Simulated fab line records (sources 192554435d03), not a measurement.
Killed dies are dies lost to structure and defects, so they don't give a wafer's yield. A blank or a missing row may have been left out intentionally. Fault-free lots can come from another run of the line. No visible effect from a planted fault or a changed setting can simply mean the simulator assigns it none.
Check for tools in common    flow n5_finfet    14 lots, 41 wafers sampled

## WHY IT WAS OPENED
At N5_SD_EPI_P_EPI_MEAS_23 the reading thk_nm is flagged on 2 of 14 lots. Wafers without a fault read 61.1 nm, standard deviation 1.4.
Rule: a lot gets a flag if all its wafers with a number sit over 4 standard deviations from that mean, or if no wafer of it has a number. All remaining lots are regarded as sound.

lot   measured     on             thk_nm (nm), wafer by wafer  flag
L440  day 3 14:22  film_metro-02  63.2 61.9                    
L441  day 3 21:23  film_metro-02  61.5 62.9 62.0               
L442  day 4 02:11  film_metro-02  64.8 61.6 63.1               
L443  day 4 11:17  film_metro-02  60.6 60.8 61.4               
L445  day 4 22:58  film_metro-01  73.6 73.2 74.1               FLAGGED
L446  day 5 04:38  film_metro-01  77.6 74.3 74.0               FLAGGED
L455  day 7 10:56  film_metro-02  59.4 60.1 61.4               
L456  day 7 15:53  film_metro-01  61.9 61.9 63.4               
L457  day 7 21:59  film_metro-01  60.8 60.5 60.4               
L458  day 8 03:22  film_metro-01  58.8 60.6 58.5               
L459  day 8 14:06  film_metro-02  61.0 58.2 60.7               
L460  day 8 17:34  film_metro-01  60.4 59.2 60.4               
L461  day 8 21:10  film_metro-01  61.6 60.4 62.1               
L462  day 9 04:14  film_metro-01  61.9 60.0 60.5               
Average over the flagged lots: 74.5 nm; offset from the usual +13.4 nm, equal to +10 standard deviations.

## LOT BY LOT: THE TOOL USED
The record holds 3 process steps before the reading, out of a route of 1938 steps. Every cell lists first the tool, next ch and the chambers used by the sampled wafers, and last the start.
lot   flag     N5_SD_EPI_N_ETCH_45                N5_SD_EPI_N_SD_RECESS_17         N5_SD_EPI_P_EPI_21
L440           rie_diel-04 ch 2,3, day 3 06:54    rie_si-06 ch 1,2, day 3 07:04    epi_rpcvd-02 ch 0, day 3 12:31
L441           rie_diel-01 ch 1,3, day 3 13:55    rie_si-03 ch 0,3, day 3 14:05    epi_rpcvd-02 ch 0, day 3 19:32
L442           rie_diel-04 ch 0,1,2, day 3 18:29  rie_si-03 ch 0,1, day 3 18:39    epi_rpcvd-01 ch 0, day 4 00:22
L443           rie_diel-03 ch 0,1,2, day 4 03:57  rie_si-03 ch 0,1, day 4 04:07    epi_rpcvd-03 ch 0, day 4 09:27
L445  FLAGGED  rie_diel-03 ch 0,1, day 4 15:28    rie_si-01 ch 0,1,3, day 4 15:38  epi_rpcvd-03 ch 0, day 4 21:07
L446  FLAGGED  rie_diel-04 ch 0,1,3, day 4 20:31  rie_si-03 ch 0,1, day 4 20:41    epi_rpcvd-03 ch 0, day 5 03:09
L455           rie_diel-03 ch 1,2,3, day 7 02:18  rie_si-01 ch 1,3, day 7 02:28    epi_rpcvd-01 ch 0, day 7 09:27
L456           rie_diel-04 ch 0,2,3, day 7 08:23  rie_si-06 ch 0,1,2, day 7 08:33  epi_rpcvd-01 ch 0, day 7 14:24
L457           rie_diel-01 ch 0,2,3, day 7 14:28  rie_si-06 ch 0,1, day 7 14:38    epi_rpcvd-01 ch 0, day 7 20:08
L458           rie_diel-03 ch 0,2, day 7 19:53    rie_si-01 ch 1,3, day 7 20:03    epi_rpcvd-01 ch 0, day 8 01:31
L459           rie_diel-01 ch 1,2,3, day 8 03:45  rie_si-06 ch 0,1,3, day 8 03:56  epi_rpcvd-03 ch 0, day 8 11:40
L460           rie_diel-04 ch 0,2,3, day 8 07:03  rie_si-01 ch 1,3, day 8 07:14    epi_rpcvd-02 ch 0, day 8 13:40
L461           rie_diel-01 ch 0,2,3, day 8 13:38  rie_si-01 ch 0,1, day 8 13:48    epi_rpcvd-01 ch 0, day 8 18:58
L462           rie_diel-01 ch 0,1,3, day 8 20:07  rie_si-03 ch 0,2,3, day 8 20:17  epi_rpcvd-02 ch 0, day 9 03:07
These steps, and what they do:
- N5_SD_EPI_N_ETCH_45: etches SiOCN in CH3F/O2, target depth 6 nm.
- N5_SD_EPI_N_SD_RECESS_17: chemistry HBr/Cl2/O2, target depth 41 nm, time 23.7 s, bt time 3 s.
- N5_SD_EPI_P_EPI_21: deposits SiGe:B, time 355 s.
- N5_SD_EPI_P_EPI_MEAS_23

## FLAGGED AGAINST TOTAL, ONE TOOL AT A TIME (gauges that did the reading follow at the end)
step                      tool           lots run  flagged  share of the flagged lots  sound lots run after its first flagged lot
N5_SD_EPI_N_ETCH_45       rie_diel-01    5         0        none                       -
N5_SD_EPI_N_ETCH_45       rie_diel-03    4         1        some                       2 (L455,L458)
N5_SD_EPI_N_ETCH_45       rie_diel-04    5         1        some                       2 (L456,L460)
N5_SD_EPI_N_SD_RECESS_17  rie_si-01      5         1        some                       4 (L455,L458,L460,L461)
N5_SD_EPI_N_SD_RECESS_17  rie_si-03      5         1        some                       1 (L462)
N5_SD_EPI_N_SD_RECESS_17  rie_si-06      4         0        none                       -
N5_SD_EPI_P_EPI_21        epi_rpcvd-01   6         0        none                       -
N5_SD_EPI_P_EPI_21        epi_rpcvd-02   4         0        none                       -
N5_SD_EPI_P_EPI_21        epi_rpcvd-03   4         2        all                        1 (L459)
N5_SD_EPI_P_EPI_MEAS_23   film_metro-01  8         2        all                        6 (L456,L457,L458,L460,L461,L462)
N5_SD_EPI_P_EPI_MEAS_23   film_metro-02  6         0        none                       -

## THE TABLE: WHAT IT ALLOWS
Rows of the table that ran all the flagged lots, 2 in number: epi_rpcvd-03 at N5_SD_EPI_P_EPI_21; film_metro-01 at N5_SD_EPI_P_EPI_MEAS_23.
- epi_rpcvd-03 at N5_SD_EPI_P_EPI_21: 2 of its 4 lots flagged. After the first flagged lot (L459), sound lots still ran on it; a lasting fault on the whole tool would not permit that.
- film_metro-01 at N5_SD_EPI_P_EPI_MEAS_23: 2 of its 8 lots flagged. After the first flagged lot (L456, L457, L458, L460, L461, L462), sound lots still ran on it; a lasting fault on the whole tool would not permit that.
No row of the table ran every flagged lot and no sound lot after the first.

## WHAT THE SIMULATOR HAD INSERTED
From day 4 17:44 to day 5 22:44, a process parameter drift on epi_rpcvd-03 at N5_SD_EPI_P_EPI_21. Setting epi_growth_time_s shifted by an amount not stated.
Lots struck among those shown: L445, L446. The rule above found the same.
